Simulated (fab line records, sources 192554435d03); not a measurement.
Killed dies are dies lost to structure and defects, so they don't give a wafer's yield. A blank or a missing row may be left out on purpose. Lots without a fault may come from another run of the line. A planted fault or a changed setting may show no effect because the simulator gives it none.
fab line records | flow n5_finfet
record lots=7 wafers=21 last_day=17
route steps=1938 shown BEOL_M6@1255 BEOL_M7@1263
lots that met no fault: from a run of the same line without faults
start_h: hours from the record's first day to the start of the lot's first wafer shown | wait_h: hours since the lot's step before | " the same as in the row above | L1.1+2: a row that stands for several wafers | - no value, or no start given | * or withheld: withheld | < > ~ a bound
route shown NAME@n: a module of which the file shows steps, and the number in the route of the first | usual: mean/standard deviation of fault-free wafers | same: alike in all rows | chamber/n: place in a boat | sites: the reading at each site | _std_site: their standard deviation | _edge_site: outer sites' mean less inner sites' | radius_mm: how far each site lies from the wafer's centre | mask NAME#n: copy n | behind: the tool/chamber that last shaped the wafer | hold: why the lot was held/for how many hours/how that ended | device: the transistor (n, p or np) that didn't switch | end of line: the same wafers' tests at the end of the route | a step without rows: its recipe alone | killed: dies lost to structure and defects at the first sort, not the wafer's yield | map: a wafer's dies, x killed, . not, _ none there
set.NAME: the setting as run; set.NAME@STEP: as run at that earlier step | model.NAME: the simulator's own value behind a step, which no gauge read
lots at some steps of the route; a table a step, a row a wafer
services: from which hour (start_h, from the record's first day; less than 0 if before it) a tool's chamber was out of use, for how many hours, and why
## steps
# step N5_BEOL_M6_ECD_50
# recipe material=Cu target_thk_a=3000
# step N5_BEOL_M6_ANNEAL_51
# recipe temp_c=225 time_s=90 ambient=N2
# usual wafer_temp_C_max=225.82/0.21
# columns lot.wafer tool chamber start_h wait_h wafer_temp_C_max
L890.2 rtp_anneal-02 0 253.40 0.3 225.81
L890.5 " 0 " " 225.95
L890.6 " 0 " " 225.60
L892.1 rtp_anneal-02 0 262.89 0.1 225.92
L892.3 " 0 " " 226.25
L892.5 " 0 " " 225.78
L895.1 rtp_anneal-01 0 268.06 0.1 225.86
L895.4 " 0 " " 225.95
L895.5 " 0 " " 225.57
L894.2 rtp_anneal-02 0 268.51 0.2 225.81
L894.4 " 0 " " 225.71
L894.5 " 0 " " 226.35
L899.1 rtp_anneal-02 0 293.03 0.6 225.65
L899.2 " 0 " " 225.54
L899.3 " 0 " " 225.72
L901.1 rtp_anneal-02 0 310.96 0.9 225.92
L901.2 " 0 " " 225.95
L901.5 " 0 " " 225.76
L903.2 rtp_anneal-02 0 322.46 0.8 225.80
L903.3 " 0 " " 226.18
L903.5 " 0 " " 225.89
# step N5_BEOL_M6_CMP_52
# recipe stop_on=SiCOH_lowk t_overpolish_s=6.9 down_force_psi=1 platen_rpm=50 clearing_platen_down_force_psi=1.5 clearing_platen_rpm=50 post_cmp_clean=cu_alkaline target_thk_nm=80 clearing_platen_pad_velocity_m_s=0.99484 pad_velocity_m_s=0.99484
# usual barrier_field_endpoint_s=28.7/0.78 motor_current_A=5.9/0.64 overpolish_run_s=6.899/0.008 time_to_endpoint_s=61/3.2
# same t_overpolish_s=6.9
# columns lot.wafer tool chamber start_h wait_h barrier_field_endpoint_s motor_current_A overpolish_run_s time_to_endpoint_s
L890.2 cmp-02 1 253.76 0.3 29.0 5.1 6.885 62
L890.6 " 2 " " 29.6 5.2 6.898 66
L890.5 " 3 " " 28.0 6.3 6.895 58
L892.3 cmp-04 1 263.20 0.2 28.6 5.7 6.893 64
L892.1 " 2 " " 27.9 5.6 6.901 64
L892.5 " 2 " " 29.2 5.4 6.906 67
L895.4 cmp-03 0 268.41 0.2 28.3 5.2 6.915 60
L895.1 " 1 " " 27.7 7.1 6.890 56
L895.5 " 0 " " 29.0 5.0 6.906 60
L894.4 cmp-04 1 268.76 0.1 27.8 5.9 6.897 62
L894.2 " 3 " " 27.7 6.1 6.892 60
L894.5 " 1 " " 28.3 6.3 6.892 58
L899.1 cmp-03 3 293.36 0.3 28.7 5.2 6.910 63
L899.2 " 0 " " 28.3 5.2 6.899 60
L899.3 " 1 " " 27.2 7.3 6.900 54
L901.1 cmp-04 0 311.26 0.3 27.8 6.2 6.895 57
L901.2 " 2 " " 28.1 5.8 6.907 60
L901.5 " 0 " " 28.8 6.3 6.916 58
L903.3 cmp-03 0 322.81 0.3 28.5 5.2 6.901 60
L903.2 " 1 " " 27.8 7.0 6.899 54
L903.5 " 2 " " 28.5 6.2 6.898 60
# step N5_BEOL_M6_THK_MEAS_53
# recipe thk_meas_gauge=xrf reads=Cu_of_BEOL_M6_ECD_50
# usual M6_THK=78.5/2
# columns lot.wafer tool chamber start_h wait_h M6_THK[nm]
L890.2 film_metro-02 - 253.95 - 77.3
L890.5 " - " " 76.4
L890.6 " - " " 78.4
L892.1 film_metro-01 - 263.50 - 79.7
L892.3 " - " " 78.4
L892.5 " - " " 79.2
L895.1 film_metro-02 - 268.66 - 77.3
L895.4 " - " " 77.5
L895.5 " - " " 77.9
L894.2 film_metro-01 - 269.06 - 77.5
L894.4 " - " " 79.6
L894.5 " - " " 76.9
L899.1 film_metro-01 - 293.62 - 82.7
L899.2 " - " " 78.9
L899.3 " - " " 78.7
L901.1 film_metro-02 - 311.55 - 74.8
L901.2 " - " " 79.5
L901.5 " - " " 74.1
L903.2 film_metro-02 - 323.22 - 73.1
L903.3 " - " " 75.6
L903.5 " - " " 77.4
# step N5_BEOL_M6_PRE_CLEAN_55
# recipe gas=NH3 time_s=15 temp_c=withheld rf_power_w=300
# step N5_BEOL_M6_DEP_56
# recipe material=SiCN target_thk_a=100 temp_c=withheld precursor=3MS/NH3 pressure_torr=3 rf_w=202 time_s=17.5
# step N5_BEOL_M6_RS_MEAS_57
# recipe thk_meas_gauge=four-point-probe reads=Cu_of_BEOL_M6_ECD_50+Co_of_BEOL_M6_CVD_78+TaN_of_BEOL_M6_ALD_77
# usual M6_RS=0.287/0.0084
# columns lot.wafer tool chamber start_h wait_h M6_RS[ohm/sq]
L890.2 film_metro-02 - 254.08 0.1 0.293
L890.5 " - " " 0.295
L890.6 " - " " 0.288
L892.1 film_metro-02 - 263.63 0.1 0.284
L892.3 " - " " 0.290
L892.5 " - " " 0.286
L895.1 film_metro-02 - 268.79 0.1 0.292
L895.4 " - " " 0.289
L895.5 " - " " 0.288
L894.2 film_metro-02 - 269.19 0.1 0.291
L894.4 " - " " 0.281
L894.5 " - " " 0.294
L899.1 film_metro-02 - 293.75 0.1 0.271
L899.2 " - " " 0.285
L899.3 " - " " 0.285
L901.1 film_metro-01 - 311.69 0.1 0.302
L901.2 " - " " 0.280
L901.5 " - " " 0.300
L903.2 film_metro-02 - 323.35 0.1 0.312
L903.3 " - " " 0.300
L903.5 " - " " 0.290
# step N5_BEOL_M6_INSPECT_58
# recipe inspect_instrument=darkfield mode=post_dep
# usual raw_defect_count=76/25
# columns lot.wafer tool chamber start_h wait_h raw_defect_count
L890.2 defect_inspect-01 - 254.10 0.0 84
L890.5 " - " " 73
L890.6 " - " " 135
L892.1 defect_inspect-02 - 263.66 0.0 81
L892.3 " - " " 84
L892.5 " - " " 88
L895.1 defect_inspect-02 - 268.82 0.0 115
L895.4 " - " " 129
L895.5 " - " " 57
L894.2 defect_inspect-02 - 269.21 0.0 102
L894.4 " - " " 96
L894.5 " - " " 129
L899.1 defect_inspect-01 - 293.78 0.0 77
L899.2 " - " " 73
L899.3 " - " " 75
L901.1 defect_inspect-01 - 311.71 0.0 78
L901.2 " - " " 61
L901.5 " - " " 81
L903.2 defect_inspect-01 - 323.37 0.0 51
L903.3 " - " " 54
L903.5 " - " " 53
# step N5_BEOL_M7_ILD_DEP_00
# recipe material=SiCOH_lowk target_thk_a=1797.5 temp_c=300 precursor=DEMS/porogen pressure_torr=5 rf_w=500 time_s=33.4
# usual chamber_pressure_Torr=5.000/0.012 heater_power_outer_w=132/24 heater_power_w=293/33 showerhead_plenum_p_Torr=5.740/0.015 throttle_valve_pct=14.0/0.75
# columns lot.wafer tool chamber start_h wait_h chamber_pressure_Torr heater_power_outer_w heater_power_w showerhead_plenum_p_Torr throttle_valve_pct
L890.2 pecvd-03 0 254.14 0.0 5.002 180 349 5.728 13.6
L890.5 " 2 " " 5.011 121 304 5.729 13.1
L890.6 " 1 " " 5.014 172 338 5.760 13.7
L892.1 pecvd-02 1 263.69 0.0 4.997 122 270 5.741 13.6
L892.3 " 0 " " 4.982 84 245 5.748 15.5
L892.5 " 1 " " 5.011 126 278 5.758 13.8
L895.1 pecvd-03 0 268.86 0.0 5.006 179 351 5.737 13.8
L895.4 " 1 " " 4.987 169 343 5.758 13.5
L895.5 " 1 " " 4.990 173 347 5.770 13.5
L894.2 pecvd-04 1 269.25 0.0 5.003 142 297 5.737 13.3
L894.4 " 2 " " 5.007 89 203 5.719 14.3
L894.5 " 0 " " 5.004 183 370 5.733 13.7
L899.1 pecvd-04 1 293.81 0.0 4.997 162 320 5.720 13.5
L899.2 " 2 " " 5.012 117 242 5.745 14.8
L899.3 " 0 " " 5.006 142 295 5.739 13.5
L901.1 pecvd-02 1 311.75 0.0 4.994 147 307 5.764 13.8
L901.2 " 2 " " 4.974 130 302 5.724 14.0
L901.5 " 1 " " 4.996 148 311 5.757 13.9
L903.2 pecvd-02 1 323.41 0.0 5.005 142 298 5.757 13.6
L903.3 " 0 " " 4.980 126 289 5.741 15.3
L903.5 " 1 " " 4.987 143 303 5.748 13.8
# step N5_BEOL_M7_CURE_74
# recipe temp_c=385 time_s=240 ambient=He/Ar material=SiCOH_lowk
# usual lamp_power_pct=52.31/0.056 wafer_temp_C_max=386.8/0.45
# columns lot.wafer tool chamber start_h wait_h lamp_power_pct wafer_temp_C_max
L890.2 uv_cure-01 1 254.28 0.1 52.26 387.2
L890.5 " 1 " " 52.38 386.7
L890.6 " 1 " " 52.26 386.7
L892.1 uv_cure-01 0 263.76 0.0 52.29 386.4
L892.3 " 0 " " 52.29 387.1
L892.5 " 0 " " 52.36 387.7
L895.1 uv_cure-03 1 268.94 0.1 52.30 386.9
L895.4 " 1 " " 52.24 387.5
L895.5 " 1 " " 52.30 386.8
L894.2 uv_cure-01 1 269.63 0.4 52.31 387.0
L894.4 " 1 " " 52.24 386.6
L894.5 " 1 " " 52.36 386.6
L899.1 uv_cure-02 2 293.88 0.0 52.38 386.3
L899.2 " 2 " " 52.43 385.9
L899.3 " 2 " " 52.29 385.9
L901.1 uv_cure-01 1 311.81 0.0 52.28 386.9
L901.2 " 1 " " 52.27 386.8
L901.5 " 1 " " 52.38 386.9
L903.2 uv_cure-03 0 323.55 0.1 52.23 386.8
L903.3 " 0 " " 52.39 386.3
L903.5 " 0 " " 52.31 386.5
# step N5_BEOL_M7_THK_MEAS_01
# recipe reads=SiCOH_lowk_of_BEOL_M7_ILD_DEP_00
# usual M7_ILD_THK=155.4/1.9
# columns lot.wafer tool chamber start_h wait_h M7_ILD_THK[nm]
L890.2 film_metro-01 - 254.72 0.4 153.4
L890.5 " - " " 154.9
L890.6 " - " " 154.8
L892.1 film_metro-02 - 264.27 0.4 156.7
L892.3 " - " " 155.3
L892.5 " - " " 158.4
L895.1 film_metro-02 - 269.45 0.4 154.2
L895.4 " - " " 156.4
L895.5 " - " " 156.8
L894.2 film_metro-01 - 270.06 0.4 152.2
L894.4 " - " " 152.2
L894.5 " - " " 158.3
L899.1 film_metro-01 - 294.39 0.4 153.8
L899.2 " - " " 154.2
L899.3 " - " " 156.5
L901.1 film_metro-02 - 312.81 0.8 154.5
L901.2 " - " " 153.8
L901.5 " - " " 157.3
L903.2 film_metro-02 - 323.99 0.4 156.3
L903.3 " - " " 152.9
L903.5 " - " " 157.0
# step N5_BEOL_M7_PECVD_70
# recipe material=SiO2 target_thk_a=200 temp_c=400 precursor=TEOS/O2 pressure_torr=5.5 rf_w=450 teos_flow_sccm=53.8 gas=O2 flow_sccm=3000 time_s=22.7
# step N5_BEOL_M7_HM_DEP_02
# recipe material=TiN target_thk_a=200 temp_c=25 chamber_pressure_pa=0.49996
# usual chamber_pressure_pa=0.5000/0.001 substrate_temp_c=25.00/0.11 throttle_valve_pct=30.3/0.96
# columns lot.wafer tool chamber start_h wait_h chamber_pressure_pa substrate_temp_c throttle_valve_pct
L890.2 pvd_sputter-03 - 255.72 1.0 0.5001 24.84 30.8
L890.5 " - " " 0.4995 25.01 30.8
L890.6 " - " " 0.5006 24.96 31.2
L892.1 pvd_sputter-03 - 264.67 0.3 - - -
L892.3 " - " " - - -
L892.5 " - " " - - -
L895.1 pvd_sputter-01 - 270.51 1.0 - - -
L895.4 " - " " - - -
L895.5 " - " " - - -
L894.2 pvd_sputter-01 - 270.95 0.8 - - -
L894.4 " - " " - - -
L894.5 " - " " - - -
L899.1 pvd_sputter-01 - 295.37 0.9 0.4997 24.87 28.4
L899.2 " - " " 0.5002 24.89 31.2
L899.3 " - " " 0.5000 25.08 29.8
L901.1 pvd_sputter-03 - 314.08 1.2 0.5010 24.90 29.5
L901.2 " - " " 0.4981 25.05 29.3
L901.5 " - " " 0.4999 25.08 29.5
L903.2 pvd_sputter-01 - 324.68 0.6 0.4999 24.94 28.7
L903.3 " - " " 0.4991 25.00 31.0
L903.5 " - " " 0.4999 24.91 30.0
# step N5_BEOL_M7_COAT_59
# recipe resist=SOC temp_c=250 time_s=60 spin_rpm=1500 resist_thk_nm=100
# step N5_BEOL_M7_COAT_60
# recipe resist=SiARC temp_c=220 time_s=60 spin_rpm=1500 resist_thk_nm=35
# step N5_BEOL_M7_COAT_05
# recipe resist=CAR-ArF spin_rpm=1500 resist_thk_nm=90
# step N5_BEOL_M7_EBR_07
# recipe solvent=PGMEA ebr_width_mm=1.5
# step N5_BEOL_M7_SOFTBAKE_06
# recipe temp_c=110 time_s=60 resist=CAR-ArF
# step N5_BEOL_M7_EXPOSE_08
# recipe mask_id=M7 na=1.35 source_shape=dipole sigma_inner=0.817 sigma_outer=0.97 polarization=te dose_mj=68.25
# step N5_BEOL_M7_PEB_09
# recipe peb_temp_c=withheld peb_time_s=60 resist=CAR-ArF
# step N5_BEOL_M7_DEVELOP_10
# recipe develop_time_s=30 developer=TMAH resist=CAR-ArF rinse_liquid=diw dry=air_spin dev_temp_c=23
# step N5_BEOL_M7_CD_MEAS_11
# recipe target_cd_nm=38.5 landing_energy_ev=500 detector=se_inlens polarity=opening
# usual cd_nm=38.5/0.42
# columns lot.wafer tool chamber start_h wait_h cd_nm
L890.2 cd_sem-01 0 256.22 - 38.7
L890.5 " 0 " " 39.0
L890.6 " 0 " " 39.0
L892.1 cd_sem-02 0 265.17 - 39.1
L892.3 " 0 " " 39.5
L892.5 " 0 " " 38.9
L895.1 cd_sem-03 0 271.01 - 39.1
L895.4 " 0 " " 38.5
L895.5 " 0 " " 38.5
L894.2 cd_sem-02 0 271.33 - 37.9
L894.4 " 0 " " 39.1
L894.5 " 0 " " 38.5
L899.1 cd_sem-03 0 295.87 - 38.9
L899.2 " 0 " " 38.6
L899.3 " 0 " " 38.4
L901.1 cd_sem-03 0 314.58 - 38.0
L901.2 " 0 " " 38.9
L901.5 " 0 " " 38.2
L903.2 cd_sem-03 0 325.18 - 38.0
L903.3 " 0 " " 38.3
L903.5 " 0 " " 38.5
# step N5_BEOL_M7_OVL_MEAS_12
# recipe points_per_wafer=44
# usual M7_OVL=0.2/0.64
# columns lot.wafer tool chamber start_h wait_h M7_OVL[nm]
L890.2 overlay-02 0 256.25 0.0 -0.6
L890.5 " 0 " " -0.6
L890.6 " 0 " " -0.3
L892.1 overlay-01 0 265.20 0.0 0.0
L892.3 " 0 " " 0.3
L892.5 " 0 " " 0.9
L895.1 overlay-02 0 271.04 0.0 0.6
L895.4 " 0 " " 0.4
L895.5 " 0 " " 0.2
L894.2 overlay-02 0 271.35 0.0 1.3
L894.4 " 0 " " 0.9
L894.5 " 0 " " 1.0
L899.1 overlay-01 0 295.90 0.0 -0.1
L899.2 " 0 " " 0.3
L899.3 " 0 " " -0.3
L901.1 overlay-01 0 314.61 0.0 0.1
L901.2 " 0 " " -0.1
L901.5 " 0 " " -0.5
L903.2 overlay-02 0 325.21 0.0 1.6
L903.3 " 0 " " 0.4
L903.5 " 0 " " 0.1
# step N5_BEOL_M7_INSPECT_13
# recipe mode=adi inspect_instrument=brightfield
# usual raw_defect_count=425/87
# columns lot.wafer tool chamber start_h wait_h raw_defect_count
L890.2 defect_inspect-02 - 256.28 0.0 437
L890.5 " - " " 432
L890.6 " - " " 458
L892.1 defect_inspect-01 - 265.22 0.0 254
L892.3 " - " " 320
L892.5 " - " " 284
L895.1 defect_inspect-02 - 271.06 0.0 383
L895.4 " - " " 342
L895.5 " - " " 200
L894.2 defect_inspect-02 - 271.38 0.0 322
L894.4 " - " " 320
L894.5 " - " " 446
L899.1 defect_inspect-02 - 295.92 0.0 520
L899.2 " - " " 650
L899.3 " - " " 563
L901.1 defect_inspect-02 - 314.63 0.0 495
L901.2 " - " " 374
L901.5 " - " " 582
L903.2 defect_inspect-01 - 325.23 0.0 421
L903.3 " - " " 392
L903.5 " - " " 386
# step N5_BEOL_M7_DESCUM_16
# recipe chemistry=O2 time_s=7.9 source_power_w=50 bias_power_w=20 pressure_mtorr=20 rf_frequency_hz=2.712e+07 temp_c=40 resist=CAR-ArF o2_flow_sccm=225
# step N5_BEOL_M7_ETCH_61
# recipe chemistry=CF4 target=SiARC target_depth_a=455 mask_material=CAR-ArF time_s=75.8 ion_energy_ev=80 pressure_mtorr=40 source_w=545 bias_w=36 Ar_flow_sccm=100 cf4_flow_sccm=100 ends=cleared
# usual drypump_motor_current_A=5.6/0.3 etch_rf_on_time_s=75.6/1.6 oes_product_au=0.67/0.075 rf_vpp_V=184.3/1.1 showerhead_plenum_p_Torr=2.16/0.045 throttle_valve_pct=15.58/0.17
# columns lot.wafer tool chamber start_h wait_h drypump_motor_current_A etch_rf_on_time_s oes_product_au rf_hours_counter_h rf_vpp_V showerhead_plenum_p_Torr throttle_valve_pct
L890.2 rie_diel-01 2 256.35 0.0 5.3 75.4 0.57 257 184.0 2.11 15.69
L890.5 " 3 " " 5.8 75.9 0.62 - 186.1 2.20 15.50
L890.6 " 2 " " 5.3 75.4 0.57 - 185.7 2.11 15.69
L892.1 rie_diel-01 3 265.29 0.0 5.8 75.1 0.62 228 183.9 2.20 15.50
L892.3 " 1 " " 6.0 73.8 0.83 4 185.8 2.19 15.57
L892.5 " 3 " " 5.7 76.0 0.62 - 185.5 2.20 15.51
L895.1 rie_diel-06 1 271.13 0.0 5.3 76.8 0.77 23 185.3 2.20 15.35
L895.4 " 3 " " 5.3 73.5 0.69 107 183.3 2.07 15.61
L895.5 " 3 " " 5.3 73.0 0.69 - 182.7 2.08 15.62
L894.2 rie_diel-05 2 271.51 0.0 5.5 74.9 0.70 79 183.0 2.17 15.60
L894.4 " 0 " " 6.0 73.9 0.62 192 184.5 2.23 15.59
L894.5 " 1 " " 5.3 73.4 0.68 - 184.4 2.14 15.39
L899.1 rie_diel-05 3 295.99 0.0 5.5 77.1 0.57 249 184.1 2.11 15.93
L899.2 " 1 " " 5.3 73.7 0.67 121 182.8 2.14 15.40
L899.3 " 0 " " 6.0 74.5 0.62 199 185.1 2.23 15.61
L901.1 rie_diel-05 0 314.75 0.0 6.0 75.7 0.61 206 184.4 2.22 15.63
L901.2 " 2 " " 5.6 76.2 0.68 94 184.7 2.16 15.62
L901.5 " 1 " " 5.3 74.2 0.66 - 184.5 2.14 15.42
L903.2 rie_diel-05 0 325.36 0.0 6.0 75.3 0.62 211 185.4 2.22 15.64
L903.3 " 1 " " 5.3 74.5 0.66 133 184.0 2.13 15.42
L903.5 " 2 " " 5.5 75.7 0.68 - 184.9 2.16 15.64
# step N5_BEOL_M7_ETCH_62
# recipe chemistry=N2/H2 target=SOC target_depth_a=1100 overetch_a=220 mask_material=SiARC temp_c=40 time_s=165 ion_energy_ev=200 pressure_mtorr=30 source_w=840 bias_w=150 n2_flow_sccm=200 h2_flow_sccm=200
# step N5_BEOL_M7_STRIP_68
# recipe chemistry=N2/H2 temp_c=40 n2_flow_sccm=200 h2_flow_sccm=200 rf_frequency_hz=6e+07
# step N5_BEOL_M7_STRIP_67
# recipe chemistry=CF4 resist=SiARC power_w=300 bias_power_w=75 pressure_mtorr=50 cf4_flow_sccm=150 rf_frequency_hz=6e+07
# step N5_BEOL_M7_HM_OPEN_17
# recipe chemistry=Cl2/BCl3 target_depth_a=200 overetch_a=60 target=TiN mask_material=SOC ion_energy_ev=150 pressure_mtorr=10 icp_w=1000 bias_w=126 Cl2_flow_sccm=53.25 bcl3_flow_sccm=21.75 Ar_flow_sccm=25
# usual drypump_motor_current_A=5.8/0.39 oes_product_au=0.65/0.11 throttle_valve_pct=22.40/0.19
# columns lot.wafer tool chamber start_h wait_h drypump_motor_current_A oes_product_au rf_hours_counter_h throttle_valve_pct model.etch.depth_nm
L890.2 rie_metal-03 1 256.59 0.0 5.1 0.65 56 22.05 20.17
L890.5 " 1 " " 5.1 0.64 - 22.06 20.1
L890.6 " 0 " " 6.2 0.71 - 22.44 20.15
L892.1 rie_metal-01 0 265.54 0.0 5.6 0.35 1 22.95 0
L892.3 " 0 " " 5.6 0.36 - 22.95 0
L892.5 " 1 " " 6.4 0.24 - 23.35 0
L895.1 rie_metal-01 1 271.38 0.0 6.4 0.24 112 23.37 0
L895.4 " 1 " " 6.4 0.24 - 23.37 0
L895.5 " 0 " " 5.6 0.36 - 22.95 0
L894.2 rie_metal-02 1 271.75 0.0 5.6 0.37 1 22.91 0
L894.4 " 0 " " 5.9 0.24 - 23.04 0
L894.5 " 1 " " 5.6 0.37 - 22.93 0
L899.1 rie_metal-01 0 296.23 0.0 5.6 0.79 4 22.32 19.92
L899.2 " 1 " " 6.3 0.54 114 22.72 20.09
L899.3 " 1 " " 6.3 0.55 - 22.70 20.1
L901.1 rie_metal-02 1 315.00 0.0 5.6 0.79 7 22.27 20.22
L901.2 " 1 " " 5.6 0.78 - 22.28 19.93
L901.5 " 1 " " 5.6 0.78 - 22.28 19.79
L903.2 rie_metal-02 1 325.63 0.1 5.6 0.77 - 22.29 19.93
L903.3 " 1 " " 5.6 0.78 - 22.27 20.14
L903.5 " 1 " " 5.6 0.77 - 22.30 19.94
# step N5_BEOL_M7_STRIP_19
# recipe chemistry=O2 power_w=400 temp_c=40 pressure_mtorr=30 rf_frequency_hz=6e+07 bias_power_w=0 overash_fraction=0.2 o2_flow_sccm=225
# step N5_BEOL_M7_CD_MEAS_18
# recipe pitch_nm=80 target_cd_nm=40
# usual cd_nm=39.9/0.6
# columns lot.wafer tool chamber start_h wait_h cd_nm
L890.2 cd_sem-01 - 256.77 0.1 40.4
L890.5 " - " " 39.9
L890.6 " - " " 40.3
L892.1 cd_sem-01 - 265.77 0.0 -
L892.3 " - " " -
L892.5 " - " " -
L895.1 cd_sem-01 - 271.60 0.0 -
L895.4 " - " " -
L895.5 " - " " -
L894.2 cd_sem-01 - 271.93 0.1 -
L894.4 " - " " -
L894.5 " - " " -
L899.1 cd_sem-01 - 296.42 0.0 40.2
L899.2 " - " " 40.1
L899.3 " - " " 39.0
L901.1 cd_sem-03 - 315.27 0.0 39.1
L901.2 " - " " 40.2
L901.5 " - " " 40.3
L903.2 cd_sem-02 - 325.87 0.1 38.8
L903.3 " - " " 39.1
L903.5 " - " " 39.3
# step N5_BEOL_M7_COAT_63
# recipe resist=SOC temp_c=250 time_s=60 spin_rpm=1500 resist_thk_nm=60
## services
# columns tool chamber start_h hours kind
uv_cure-02 - 231.73 3.9 repair
pecvd-02 - 233.00 0.7 repair
rie_metal-01 0 233.82 - clean
rie_metal-01 0 233.82 21.1 scheduled_down
rie_metal-01 0 233.82 21.1 vent_cycle
cmp-04 - 249.41 4.6 pm
pecvd-04 - 252.22 14.6 pm
rie_metal-02 1 253.66 - clean
rie_metal-02 1 253.66 11.0 scheduled_down
rie_metal-02 1 253.66 11.0 vent_cycle
pvd_sputter-01 - 260.51 3.0 repair
uv_cure-03 - 269.42 7.5 pm
rie_diel-06 0 274.36 3.1 repair
uv_cure-02 - 284.96 2.9 repair
cmp-04 - 293.47 3.0 repair
rie_diel-06 3 294.02 4.3 repair
cmp-04 - 297.69 3.6 repair
rie_diel-05 3 300.48 - clean
rie_diel-05 3 300.48 - consumable_replace:focus_ring
rie_diel-05 3 300.48 12.2 scheduled_down
rie_diel-05 3 300.48 12.2 vent_cycle
cmp-03 - 310.81 1.6 repair
cmp-02 - 311.44 6.1 pm
cmp-03 - 316.38 4.0 pm
## key
first_sign step=N5_BEOL_M7_HM_DEP_02 reading=tool_record direction=missing
effect step=N5_BEOL_M7_HM_OPEN_17 reading=oes_product_au direction=down sigmas=3.1 usual=0.65 struck=0.31
effect step=N5_BEOL_M7_CD_MEAS_18 reading=cd_nm direction=missing
model_effect step=N5_BEOL_M7_HM_OPEN_17 value=etch.depth_nm without=19.95 struck=0
met_at N5_BEOL_M7_HM_DEP_02
struck_wafers L892.1,L892.3,L892.5,L894.2,L894.4,L894.5,L895.1,L895.4,L895.5
later_rows_left_out L892.1,L892.3,L892.5,L894.2,L894.4,L894.5,L895.1,L895.4,L895.5
sort_left_out L892.1,L892.3,L892.5,L894.2,L894.4,L894.5,L895.1,L895.4,L895.5
onset_between 255.72 264.67
fault kind=skipped_step_whole tool=pvd_sputter-01,pvd_sputter-03 chamber=- onset_h=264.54 steps=N5_BEOL_M7_HM_DEP_02 scope=struck_lots_only
# sort_left_out: the simulated sort isn't trusted on such a fault, so these wafers' sort isn't shown, and their yield isn't known
# later_rows_left_out: the simulator's readings of these wafers behind a module that went badly wrong aren't trusted and aren't shown, but for the sort
